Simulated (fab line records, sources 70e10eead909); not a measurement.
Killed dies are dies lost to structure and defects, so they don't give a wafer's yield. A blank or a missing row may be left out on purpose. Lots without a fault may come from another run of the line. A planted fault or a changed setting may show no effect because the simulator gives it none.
Which tool did it? | flow nand_harc | 23 lots, 69 wafers sampled, at 6 steps of a route of 1302

WHAT THE GAUGES READ, wafer by wafer
The record holds no reading of a measuring or inspecting step that can be judged against a usual standard deviation.

WHICH TOOL RAN EACH LOT (tool, then ch and the chambers of the sampled wafers, then the start)
lot  | NHARC_A_STAIRCASE_DESCUM_443       | NHARC_A_STAIRCASE_STRIP_446          | NHARC_A_STAIRCASE_STRIP_475                   | NHARC_A_SLIT_ETCH_17             | NHARC_A_SLIT_ETCH_26             | NHARC_A_WL_FILL_ALD_02
L075 | rie_diel-13 ch 1,2,3, day 19 05:44 | plasma_asher-02 ch 0,1, day 19 10:16 | rie_diel-01 ch 0,3, day 19 12:09              | har_etch-01 ch 0,1, day 20 02:36 | har_etch-01 ch 0,1, day 20 06:16 | ald_metal-02 ch 0,2,3, day 20 15:01
L074 | rie_diel-01 ch 0,2, day 19 05:55   | plasma_asher-01 ch 0,1, day 19 11:23 | rie_diel-13 ch 1,3, day 20 06:20 or earlier   | har_etch-02 ch 0,1, day 20 06:20 | har_etch-02 ch 0,1, day 20 10:00 | ald_metal-01 ch 0,1,3, day 20 18:35
L076 | rie_diel-02 ch 2,3, day 19 10:14   | plasma_asher-01 ch 0,1, day 19 14:46 | rie_diel-01 ch 0,2,3, day 20 08:37 or earlier | har_etch-01 ch 0,1, day 20 08:37 | har_etch-01 ch 0,1, day 20 12:16 | ald_metal-03 ch 1,2,3, day 20 23:24
L078 | rie_diel-13 ch 0,1,3, day 20 03:57 | plasma_asher-01 ch 0,1, day 20 08:30 | rie_diel-13 ch 1,3, day 21 04:58 or earlier   | har_etch-01 ch 0,1, day 21 04:58 | har_etch-01 ch 0,1, day 21 07:25 | ald_metal-01 ch 1,2, day 21 15:26
L077 | rie_diel-01 ch 0,2,3, day 20 04:00 | plasma_asher-02 ch 0,1, day 20 08:31 | rie_diel-02 ch 0,1,2, day 21 03:10 or earlier | har_etch-02 ch 0,1, day 21 03:10 | har_etch-02 ch 0,1, day 21 06:49 | ald_metal-03 ch 0,1,2, day 21 15:25
L079 | rie_diel-01 ch 0,2,3, day 20 22:18 | plasma_asher-02 ch 0,1, day 21 02:50 | rie_diel-13 ch 0,2, day 21 21:46 or earlier   | har_etch-01 ch 0,1, day 21 21:46 | har_etch-01 ch 0,1, day 22 01:22 | ald_metal-03 ch 0,2,3, day 22 09:53
L080 | rie_diel-02 ch 1,2, day 20 22:28   | plasma_asher-02 ch 1, day 21 03:07   | rie_diel-13 ch 2,3, day 21 23:25 or earlier   | har_etch-02 ch 0,1, day 21 23:25 | har_etch-02 ch 0,1, day 22 03:05 | ald_metal-03 ch 0,2, day 22 11:40
L081 | rie_diel-02 ch 0,3, day 21 16:18   | plasma_asher-02 ch 0,1, day 21 20:51 | rie_diel-13 ch 2,3, day 21 22:46              | har_etch-02 ch 0,1, day 22 13:31 | har_etch-02 ch 0,1, day 22 17:08 | ald_metal-03 ch 0,1,2, day 23 02:08
L082 | rie_diel-02 ch 0,2,3, day 22 14:08 | plasma_asher-02 ch 0,1, day 22 18:38 | rie_diel-01 ch 0,1,2, day 23 11:26 or earlier | har_etch-02 ch 0,1, day 23 11:26 | har_etch-02 ch 0,1, day 23 15:04 | ald_metal-02 ch 0,2,3, day 23 23:40
L086 | rie_diel-01 ch 0,2,3, day 23 01:31 | plasma_asher-02 ch 0,1, day 23 05:59 | rie_diel-01 ch 0,2,3, day 24 03:45 or earlier | har_etch-01 ch 0,1, day 24 03:45 | har_etch-01 ch 0,1, day 24 07:17 | ald_metal-03 ch 0,2, day 24 15:56
L083 | rie_diel-02 ch 1,2, day 23 01:40   | plasma_asher-01 ch 1, day 23 06:09   | rie_diel-02 ch 0,3, day 24 01:24 or earlier   | har_etch-02 ch 0,1, day 24 01:24 | har_etch-02 ch 0,1, day 24 04:30 | ald_metal-03 ch 1,2, day 24 13:07
L084 | rie_diel-13 ch 0,2,3, day 23 01:51 | plasma_asher-02 ch 0,1, day 23 06:20 | rie_diel-13 ch 1,2,3, day 24 05:15 or earlier | har_etch-02 ch 0,1, day 24 05:15 | har_etch-02 ch 0,1, day 24 08:17 | ald_metal-01 ch 1,2,3, day 24 15:53
L085 | rie_diel-02 ch 1,2,3, day 23 08:46 | plasma_asher-01 ch 0,1, day 23 13:16 | rie_diel-13 ch 0,3, day 24 12:13 or earlier   | har_etch-01 ch 0,1, day 24 12:13 | har_etch-01 ch 0,1, day 24 15:15 | ald_metal-03 ch 0,2, day 25 02:29
L087 | rie_diel-13 ch 2,3, day 24 12:28   | plasma_asher-01 ch 0,1, day 24 16:56 | rie_diel-01 ch 0,2,3, day 25 09:34 or earlier | har_etch-02 ch 1, day 25 09:34   | har_etch-02 ch 1, day 25 13:10   | ald_metal-03 ch 0,2, day 25 21:45
L088 | rie_diel-02 ch 0,1,2, day 24 12:37 | plasma_asher-02 ch 0,1, day 24 17:05 | rie_diel-13 ch 0,1,3, day 25 13:01 or earlier | har_etch-01 ch 0,1, day 25 13:01 | har_etch-01 ch 0,1, day 25 16:07 | ald_metal-02 ch 0,1,2, day 26 00:51
L089 | rie_diel-02 ch 0,1,3, day 24 18:36 | plasma_asher-02 ch 0,1, day 24 23:10 | rie_diel-01 ch 1,3, day 25 17:28 or earlier   | har_etch-01 ch 0,1, day 25 17:28 | har_etch-01 ch 0,1, day 25 19:56 | ald_metal-01 ch 0,2, day 26 04:32
L091 | rie_diel-13 ch 0,1,2, day 25 05:10 | plasma_asher-01 ch 0,1, day 25 09:43 | rie_diel-02 ch 0,1,2, day 26 07:28 or earlier | har_etch-01 ch 0, day 26 07:28   | har_etch-01 ch 0, day 26 12:22   | ald_metal-02 ch 1,2,3, day 26 21:08
L093 | rie_diel-02 ch 2,3, day 26 16:38   | plasma_asher-01 ch 0,1, day 26 22:08 | rie_diel-13 ch 1,2,3, day 27 00:03            | har_etch-02 ch 0,1, day 27 20:59 | har_etch-02 ch 0,1, day 28 00:37 | ald_metal-02 ch 0,2,3, day 28 10:12
L092 | rie_diel-13 ch 0,1,2, day 26 16:41 | plasma_asher-02 ch 0,1, day 26 21:07 | rie_diel-13 ch 1,2,3, day 27 17:47 or earlier | har_etch-02 ch 0,1, day 27 17:47 | har_etch-02 ch 0,1, day 27 20:50 | ald_metal-01 ch 2,3, day 28 05:19
L094 | rie_diel-01 ch 1,2,3, day 26 16:43 | plasma_asher-01 ch 0,1, day 26 21:19 | rie_diel-02 ch 1,3, day 26 23:17              | har_etch-01 ch 0,1, day 27 18:46 | har_etch-01 ch 0,1, day 27 22:26 | ald_metal-03 ch 0,1, day 28 07:02
L096 | rie_diel-02 ch 2,3, day 27 16:44   | plasma_asher-02 ch 0,1, day 27 21:15 | rie_diel-13 ch 0,2,3, day 28 13:37 or earlier | har_etch-01 ch 0,1, day 28 13:37 | har_etch-01 ch 0,1, day 28 17:16 | ald_metal-02 ch 0,2, day 29 02:08
L095 | rie_diel-01 ch 0,1,2, day 27 16:53 | plasma_asher-01 ch 0,1, day 27 21:23 | rie_diel-02 ch 1,2,3, day 28 14:23 or earlier | har_etch-02 ch 0,1, day 28 14:23 | har_etch-02 ch 0,1, day 28 17:29 | ald_metal-01 ch 0,2,3, day 29 01:56
L097 | rie_diel-02 ch 0,1,3, day 28 14:14 | plasma_asher-01 ch 0,1, day 28 18:44 | rie_diel-01 ch 1,2,3, day 29 16:45 or earlier | har_etch-02 ch 0,1, day 29 16:45 | har_etch-02 ch 0,1, day 29 20:22 | ald_metal-02 ch 0,1,3, day 30 08:58
- NHARC_A_STAIRCASE_DESCUM_443: chemistry O2, time 3 s.
- NHARC_A_STAIRCASE_STRIP_446: strips in O2.
- NHARC_A_STAIRCASE_STRIP_475: strips in O2, time 20 s.
- NHARC_A_SLIT_ETCH_17: etches the open film in C4F8/O2/Ar, time 4254.5 s, target depth 20300 nm.
- NHARC_A_SLIT_ETCH_26: etches the open film in C4F8/O2/Ar, time 90 s, target depth 400 nm.
- NHARC_A_WL_FILL_ALD_02: deposits TiN, target thk 2 nm, pulse time 3 s, ald cycles 100.

WHAT THE TOOLS THEMSELVES READ (means of the sampled wafers that have a number; where no wafer has one, the mark that the record gives instead)
NHARC_A_STAIRCASE_DESCUM_443.
lot  | tool        | drypump_motor_current_A (A) | oes_product_au (a.u.) | rf_vpp_V (V) | showerhead_plenum_p_Torr (Torr) | throttle_valve_pct (%)
L075 | rie_diel-13 | 5.6                         | 1.022                 | 58.1         | 2.02                            | 11.310
L074 | rie_diel-01 | 6.0                         | 1.007                 | 57.4         | 1.84                            | 11.296
L076 | rie_diel-02 | 5.4                         | 1.001                 | 57.4         | 1.97                            | 11.309
L078 | rie_diel-13 | 5.9                         | 1.019                 | 58.2         | 1.93                            | 11.304
L077 | rie_diel-01 | 5.7                         | 0.985                 | 56.7         | 1.88                            | 11.315
L079 | rie_diel-01 | 5.7                         | 0.996                 | 57.1         | 1.87                            | 11.308
L080 | rie_diel-02 | 5.5                         | 1.019                 | 57.5         | 1.90                            | 11.311
L081 | rie_diel-02 | 5.5                         | 0.987                 | 57.1         | 1.87                            | 11.313
L082 | rie_diel-02 | 5.6                         | 1.003                 | 57.7         | 1.88                            | 11.310
L086 | rie_diel-01 | 5.7                         | 0.981                 | 57.8         | 1.87                            | 11.310
L083 | rie_diel-02 | 5.8                         | 1.010                 | 57.6         | 1.85                            | 11.313
L084 | rie_diel-13 | 5.6                         | 1.011                 | 57.5         | 1.93                            | 11.306
L085 | rie_diel-02 | 5.5                         | 0.997                 | 58.0         | 1.93                            | 11.301
L087 | rie_diel-13 | 5.3                         | 1.014                 | 58.1         | 1.99                            | 11.320
L088 | rie_diel-02 | 5.6                         | 0.999                 | 57.6         | 1.84                            | 11.308
L089 | rie_diel-02 | 5.4                         | 1.006                 | 58.0         | 1.92                            | 11.310
L091 | rie_diel-13 | 6.0                         | 1.000                 | 58.1         | 1.93                            | 11.308
L093 | rie_diel-02 | 5.5                         | 0.973                 | 58.2         | 1.95                            | 11.316
L092 | rie_diel-13 | 6.0                         | 1.002                 | 57.9         | 1.93                            | 11.310
L094 | rie_diel-01 | 5.5                         | 0.996                 | 57.8         | 1.90                            | 11.320
L096 | rie_diel-02 | 5.5                         | 0.971                 | 58.2         | 1.95                            | 11.314
L095 | rie_diel-01 | 5.8                         | 1.004                 | 58.0         | 1.85                            | 11.312
L097 | rie_diel-02 | 5.4                         | 0.995                 | 56.9         | 1.91                            | 11.317

NHARC_A_STAIRCASE_STRIP_446.
lot  | tool            | drypump_motor_current_A (A) | heater_power_w (W)
L075 | plasma_asher-02 | 6.1                         | 345
L074 | plasma_asher-01 | 5.6                         | 314
L076 | plasma_asher-01 | 5.7                         | 317
L078 | plasma_asher-01 | 5.7                         | 317
L077 | plasma_asher-02 | 6.1                         | 355
L079 | plasma_asher-02 | 6.1                         | 344
L080 | plasma_asher-02 | 5.5                         | 402
L081 | plasma_asher-02 | 6.1                         | 350
L082 | plasma_asher-02 | 6.1                         | 354
L086 | plasma_asher-02 | 6.1                         | 344
L083 | plasma_asher-01 | 6.0                         | 372
L084 | plasma_asher-02 | 5.9                         | 379
L085 | plasma_asher-01 | 5.9                         | 355
L087 | plasma_asher-01 | 5.8                         | 352
L088 | plasma_asher-02 | 5.8                         | 376
L089 | plasma_asher-02 | 5.8                         | 374
L091 | plasma_asher-01 | 5.8                         | 356
L093 | plasma_asher-01 | 5.7                         | 327
L092 | plasma_asher-02 | 6.1                         | 346
L094 | plasma_asher-01 | 5.6                         | 336
L096 | plasma_asher-02 | 5.9                         | 378
L095 | plasma_asher-01 | 5.7                         | 332
L097 | plasma_asher-01 | 5.8                         | 354

NHARC_A_STAIRCASE_STRIP_475.
lot  | tool        | drypump_motor_current_A (A) | oes_product_au (a.u.) | rf_vpp_V (V) | showerhead_plenum_p_Torr (Torr) | throttle_valve_pct (%)
L075 | rie_diel-01 | 5.5                         | 0.989                 | 57.0         | 3.53                            | 17.036
L074 | rie_diel-13 | 5.8                         | 1.021                 | 57.8         | 3.71                            | 17.043
L076 | rie_diel-01 | 5.7                         | 0.986                 | 57.6         | 3.47                            | 17.032
L078 | rie_diel-13 | 5.8                         | 1.016                 | 57.6         | 3.70                            | 17.030
L077 | rie_diel-02 | 5.7                         | 1.004                 | 57.5         | 3.43                            | 17.030
L079 | rie_diel-13 | 5.8                         | 1.012                 | 57.1         | 3.57                            | 17.029
L080 | rie_diel-13 | 5.3                         | 1.043                 | 57.7         | 3.68                            | 17.033
L081 | rie_diel-13 | 5.3                         | 1.023                 | 57.6         | 3.67                            | 17.032
L082 | rie_diel-01 | 5.9                         | 0.986                 | 57.7         | 3.44                            | 17.033
L086 | rie_diel-01 | 5.7                         | 0.984                 | 56.9         | 3.45                            | 17.032
L083 | rie_diel-02 | 5.5                         | 0.984                 | 57.5         | 3.45                            | 17.030
L084 | rie_diel-13 | 5.6                         | 1.002                 | 57.8         | 3.69                            | 17.037
L085 | rie_diel-13 | 5.6                         | 1.011                 | 58.6         | 3.53                            | 17.038
L087 | rie_diel-01 | 5.6                         | 0.990                 | 57.4         | 3.44                            | 17.036
L088 | rie_diel-13 | 5.9                         | 1.012                 | 57.8         | 3.54                            | 17.029
L089 | rie_diel-01 | 5.5                         | 1.000                 | 58.0         | 3.55                            | 17.047
L091 | rie_diel-02 | 5.7                         | 0.996                 | 57.7         | 3.41                            | 17.047
L093 | rie_diel-13 | 5.6                         | 0.997                 | 58.0         | 3.67                            | 17.037
L092 | rie_diel-13 | 5.6                         | 0.997                 | 57.6         | 3.67                            | 17.034
L094 | rie_diel-02 | 5.3                         | 0.992                 | 58.7         | 3.62                            | 17.032
L096 | rie_diel-13 | 5.7                         | 1.000                 | 56.9         | 3.53                            | 17.040
L095 | rie_diel-02 | 5.5                         | 0.998                 | 57.5         | 3.53                            | 17.041
L097 | rie_diel-01 | 5.5                         | 0.995                 | 57.5         | 3.49                            | 17.030

NHARC_A_SLIT_ETCH_17.
lot  | tool        | drypump_motor_current_A (A) | oes_air_line_au (a.u.) | showerhead_plenum_p_Torr (Torr) | throttle_valve_pct (%)
L075 | har_etch-01 | 6.1                         | 1.007                  | 3.50                            | 32.051
L074 | har_etch-02 | 5.3                         | 1.001                  | 3.77                            | 32.042
L076 | har_etch-01 | 6.3                         | 1.011                  | 3.47                            | 32.050
L078 | har_etch-01 | 6.1                         | 1.007                  | 3.50                            | 32.046
L077 | har_etch-02 | 5.3                         | 0.991                  | 3.76                            | 32.049
L079 | har_etch-01 | 6.3                         | 0.988                  | 3.46                            | 32.057
L080 | har_etch-02 | 5.3                         | 0.972                  | 3.75                            | 32.050
L081 | har_etch-02 | 5.6                         | 0.971                  | 3.83                            | 32.045
L082 | har_etch-02 | 5.6                         | 1.019                  | 3.82                            | 32.051
L086 | har_etch-01 | 6.3                         | 0.999                  | 3.44                            | 32.034
L083 | har_etch-02 | 5.3                         | 1.004                  | 3.74                            | 32.045
L084 | har_etch-02 | 5.3                         | 1.008                  | 3.74                            | 32.047
L085 | har_etch-01 | 6.1                         | 0.983                  | 3.47                            | 32.049
L087 | har_etch-02 | 5.9                         | 0.997                  | 3.88                            | 32.049
L088 | har_etch-01 | 6.3                         | 1.008                  | 3.43                            | 32.048
L089 | har_etch-01 | 6.3                         | 1.005                  | 3.43                            | 32.045
L091 | har_etch-01 | 5.9                         | 1.007                  | 3.49                            | 32.045
L093 | har_etch-02 | 5.6                         | 1.024                  | 3.79                            | 32.044
L092 | har_etch-02 | 5.6                         | 1.022                  | 3.79                            | 32.051
L094 | har_etch-01 | 6.3                         | 0.982                  | 3.79                            | 32.044
L096 | har_etch-01 | 6.1                         | 0.994                  | 3.62                            | 32.046
L095 | har_etch-02 | 5.6                         | 1.000                  | 3.78                            | 32.044
L097 | har_etch-02 | 5.3                         | 1.017                  | 3.69                            | 32.042

NHARC_A_SLIT_ETCH_26.
lot  | tool        | bias_v (V) | drypump_motor_current_A (A) | oes_air_line_au (a.u.) | showerhead_plenum_p_Torr (Torr) | throttle_valve_pct (%)
L075 | har_etch-01 | 399        | 6.1                         | 1.004                  | 3.53                            | 27.618
L074 | har_etch-02 | 402        | 5.3                         | 0.999                  | 3.80                            | 27.617
L076 | har_etch-01 | 401        | 6.3                         | 0.997                  | 3.49                            | 27.618
L078 | har_etch-01 | 399        | 6.1                         | 1.011                  | 3.52                            | 27.616
L077 | har_etch-02 | 400        | 5.3                         | 1.002                  | 3.80                            | 27.609
L079 | har_etch-01 | 401        | 6.3                         | 0.993                  | 3.48                            | 27.623
L080 | har_etch-02 | 400        | 5.3                         | 0.983                  | 3.79                            | 27.623
L081 | har_etch-02 | 403        | 5.6                         | 1.020                  | 3.86                            | 27.622
L082 | har_etch-02 | 404        | 5.6                         | 1.003                  | 3.85                            | 27.617
L086 | har_etch-01 | 402        | 6.3                         | 1.024                  | 3.47                            | 27.623
L083 | har_etch-02 | 403        | 5.3                         | 0.996                  | 3.78                            | 27.619
L084 | har_etch-02 | 398        | 5.3                         | 0.996                  | 3.77                            | 27.614
L085 | har_etch-01 | 401        | 6.1                         | 1.017                  | 3.50                            | 27.622
L087 | har_etch-02 | 400        | 5.9                         | 0.992                  | 3.91                            | 27.619
L088 | har_etch-01 | 398        | 6.3                         | 0.995                  | 3.46                            | 27.626
L089 | har_etch-01 | 400        | 6.3                         | 1.016                  | 3.46                            | 27.626
L091 | har_etch-01 | 400        | 5.9                         | 0.994                  | 3.51                            | 27.620
L093 | har_etch-02 | 403        | 5.6                         | 0.979                  | 3.82                            | 27.622
L092 | har_etch-02 | 399        | 5.6                         | 1.015                  | 3.82                            | 27.629
L094 | har_etch-01 | 402        | 6.3                         | 1.006                  | 3.82                            | 27.617
L096 | har_etch-01 | 399        | 6.1                         | 0.990                  | 3.65                            | 27.615
L095 | har_etch-02 | 404        | 5.6                         | 0.995                  | 3.81                            | 27.621
L097 | har_etch-02 | 400        | 5.3                         | 0.988                  | 3.73                            | 27.618

NHARC_A_WL_FILL_ALD_02.
lot  | tool         | heater_power_w (W) | precursor_pulse_height_rel
L075 | ald_metal-02 | 1075               | 1.003
L074 | ald_metal-01 | 1034               | 0.994
L076 | ald_metal-03 | 1008               | 1.013
L078 | ald_metal-01 | 1047               | 1.008
L077 | ald_metal-03 | 1085               | 0.979
L079 | ald_metal-03 | 1028               | 0.989
L080 | ald_metal-03 | 1105               | 0.989
L081 | ald_metal-03 | 1069               | 1.006
L082 | ald_metal-02 | 1089               | 1.003
L086 | ald_metal-03 | 1085               | 1.014
L083 | ald_metal-03 | 1046               | 1.003
L084 | ald_metal-01 | 1054               | 1.001
L085 | ald_metal-03 | 1044               | 1.000
L087 | ald_metal-03 | 1073               | 0.997
L088 | ald_metal-02 | 1049               | 1.005
L089 | ald_metal-01 | 1032               | 0.983
L091 | ald_metal-02 | 1067               | 0.997
L093 | ald_metal-02 | 1060               | 1.003
L092 | ald_metal-01 | 1050               | 1.008
L094 | ald_metal-03 | 1107               | 0.999
L096 | ald_metal-02 | 1079               | 0.982
L095 | ald_metal-01 | 1031               | 1.016
L097 | ald_metal-02 | 1038               | 1.006

THE ANSWER, worked out from the rows above alone
Rule: what is usual is taken from the lots themselves. Put in order of their means at a reading, lots are off if they are a third of the lots or fewer, leave a main group of 4 or more, and stand apart from it by a gap of 3 or more times the standard deviation of the main group's means; of several such gaps the widest counts. A main group whose means are all the same, to the digits that the tables above print for the reading, isn't used. A lot without any number at a reading at which 4 lots or more have one is off too. The other lots that the step has rows for count as sound. The gauges are gone through in route order, then the tools' own readings, and for those a lot's mean is taken as printed above. The first step at which some lot is off is used, and at that step the reading that is off furthest; a lot without a number counts as furthest.
No lot is off at any reading shown: from this, nothing can be told.

WHAT THE SIMULATOR HAD PUT IN
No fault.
